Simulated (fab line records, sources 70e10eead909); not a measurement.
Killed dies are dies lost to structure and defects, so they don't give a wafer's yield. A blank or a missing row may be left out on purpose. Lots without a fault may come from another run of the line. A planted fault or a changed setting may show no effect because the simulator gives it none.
Tool commonality check | flow nand_harc | 13 lots, 42 wafers sampled

WHY IT WAS OPENED
At NHARC_P_ZERO_WELL_CD_MEAS_37 the reading cd_nm is flagged on 1 of 13 lots. Wafers without a fault read 720.8 nm, standard deviation 1.8.
Rule: a lot is flagged when every wafer of it that has a number lies more than 4 standard deviations from that mean, or none has a number. The other lots count as sound.

lot  | measured    | on        | cd_nm (nm), wafer by wafer          | flag
L227 | day 1 16:14 | cd_sem-01 | 722.3 722.2 723.0                   |
L228 | day 1 22:13 | cd_sem-01 | 722.0 719.2 723.1                   |
L229 | day 2 03:59 | cd_sem-03 | 722.2 720.7 722.3                   |
L230 | day 2 10:09 | cd_sem-03 | 729.7 734.0 732.0 729.6 734.2 731.7 | FLAGGED
L234 | day 3 10:07 | cd_sem-03 | 721.3 722.0 721.3                   |
L240 | day 4 22:05 | cd_sem-01 | 722.0 717.5 717.3                   |
L241 | day 5 04:07 | cd_sem-02 | 722.5 722.1 724.4                   |
L242 | day 5 10:10 | cd_sem-02 | 717.8 720.9 716.8                   |
L243 | day 5 16:08 | cd_sem-02 | 720.8 721.0 720.5                   |
L244 | day 5 21:58 | cd_sem-02 | 721.5 717.9 719.7                   |
L245 | day 6 04:08 | cd_sem-03 | 722.9 722.5 723.3                   |
L247 | day 6 16:11 | cd_sem-03 | 720.7 720.7 721.2                   |
L250 | day 7 10:07 | cd_sem-03 | 720.1 719.6 720.0                   |
The numbers of the flagged lots are 731.9 nm on average: +11.1 nm against the usual, or +6 standard deviations.

WHICH TOOL RAN EACH LOT
The record holds 2 process steps before the reading, out of a route of 1159 steps. In each cell: the tool, then ch and the chambers that the sampled wafers went through, then the start.
lot  | flag    | NHARC_P_ZERO_WELL_ETCH_63       | NHARC_P_ZERO_WELL_EXPOSE_34
L227 |         | rie_si-05 ch 1,2,3, day 1 13:41 | krf_scanner-03 ch 0, day 1 16:05
L228 |         | rie_si-06 ch 0,1,3, day 1 19:39 | krf_scanner-01 ch 0, day 1 22:04
L229 |         | rie_si-04 ch 2,3, day 2 01:32   | krf_scanner-01 ch 0, day 2 03:49
L230 | FLAGGED | rie_si-04 ch 0,3, day 2 07:39   | krf_scanner-01 ch 0, day 2 09:59
L234 |         | rie_si-06 ch 0,1,2, day 3 07:31 | krf_scanner-01 ch 0, day 3 09:58
L240 |         | rie_si-06 ch 0,2,3, day 4 19:31 | krf_scanner-01 ch 0, day 4 21:56
L241 |         | rie_si-05 ch 2,3, day 5 01:39   | krf_scanner-01 ch 0, day 5 03:58
L242 |         | rie_si-05 ch 0,1, day 5 07:43   | krf_scanner-03 ch 0, day 5 10:00
L243 |         | rie_si-04 ch 1,3, day 5 13:41   | krf_scanner-03 ch 0, day 5 15:59
L244 |         | rie_si-05 ch 0,2,3, day 5 19:32 | krf_scanner-03 ch 0, day 5 21:49
L245 |         | rie_si-04 ch 1,2, day 6 01:39   | krf_scanner-01 ch 0, day 6 03:59
L247 |         | rie_si-06 ch 0,2, day 6 13:40   | krf_scanner-04 ch 0, day 6 16:01
L250 |         | rie_si-05 ch 0,1,3, day 7 07:41 | krf_scanner-03 ch 0, day 7 09:58
What these steps do:
- NHARC_P_ZERO_WELL_ETCH_63: etches the open film in HBr/Cl2, target depth 120 nm, time 40.1 s.
- NHARC_P_ZERO_WELL_EXPOSE_34: exposes mask P PWELL, target cd 720 nm.
- NHARC_P_ZERO_WELL_CD_MEAS_37: target cd 720 nm.

FLAGGED OVER TOTAL, TOOL BY TOOL (the gauges that took the reading come last)
step                         | tool           | lots run | flagged | share of the flagged lots | sound lots run after its first flagged lot
NHARC_P_ZERO_WELL_ETCH_63    | rie_si-04      | 4        | 1       | all                       | 2 (L243,L245)
NHARC_P_ZERO_WELL_ETCH_63    | rie_si-05      | 5        | 0       | none                      | -
NHARC_P_ZERO_WELL_ETCH_63    | rie_si-06      | 4        | 0       | none                      | -
NHARC_P_ZERO_WELL_EXPOSE_34  | krf_scanner-01 | 7        | 1       | all                       | 4 (L234,L240,L241,L245)
NHARC_P_ZERO_WELL_EXPOSE_34  | krf_scanner-03 | 5        | 0       | none                      | -
NHARC_P_ZERO_WELL_EXPOSE_34  | krf_scanner-04 | 1        | 0       | none                      | -
NHARC_P_ZERO_WELL_CD_MEAS_37 | cd_sem-01      | 3        | 0       | none                      | -
NHARC_P_ZERO_WELL_CD_MEAS_37 | cd_sem-02      | 4        | 0       | none                      | -
NHARC_P_ZERO_WELL_CD_MEAS_37 | cd_sem-03      | 6        | 1       | all                       | 4 (L234,L245,L247,L250)

WHAT THE TABLE ALLOWS
3 rows of the table ran every flagged lot: rie_si-04 at NHARC_P_ZERO_WELL_ETCH_63, krf_scanner-01 at NHARC_P_ZERO_WELL_EXPOSE_34, cd_sem-03 at NHARC_P_ZERO_WELL_CD_MEAS_37.
- rie_si-04 at NHARC_P_ZERO_WELL_ETCH_63: 1 of its 4 lots flagged. Sound lots ran on it after the first flagged one (L243, L245), which a lasting fault on the whole tool wouldn't allow.
- krf_scanner-01 at NHARC_P_ZERO_WELL_EXPOSE_34: 1 of its 7 lots flagged. Sound lots ran on it after the first flagged one (L234, L240, L241, L245), which a lasting fault on the whole tool wouldn't allow.
- cd_sem-03 at NHARC_P_ZERO_WELL_CD_MEAS_37: 1 of its 6 lots flagged. Sound lots ran on it after the first flagged one (L234, L245, L247, L250), which a lasting fault on the whole tool wouldn't allow.
No row of the table ran every flagged lot and no sound lot after the first.

WHAT THE SIMULATOR HAD PUT IN
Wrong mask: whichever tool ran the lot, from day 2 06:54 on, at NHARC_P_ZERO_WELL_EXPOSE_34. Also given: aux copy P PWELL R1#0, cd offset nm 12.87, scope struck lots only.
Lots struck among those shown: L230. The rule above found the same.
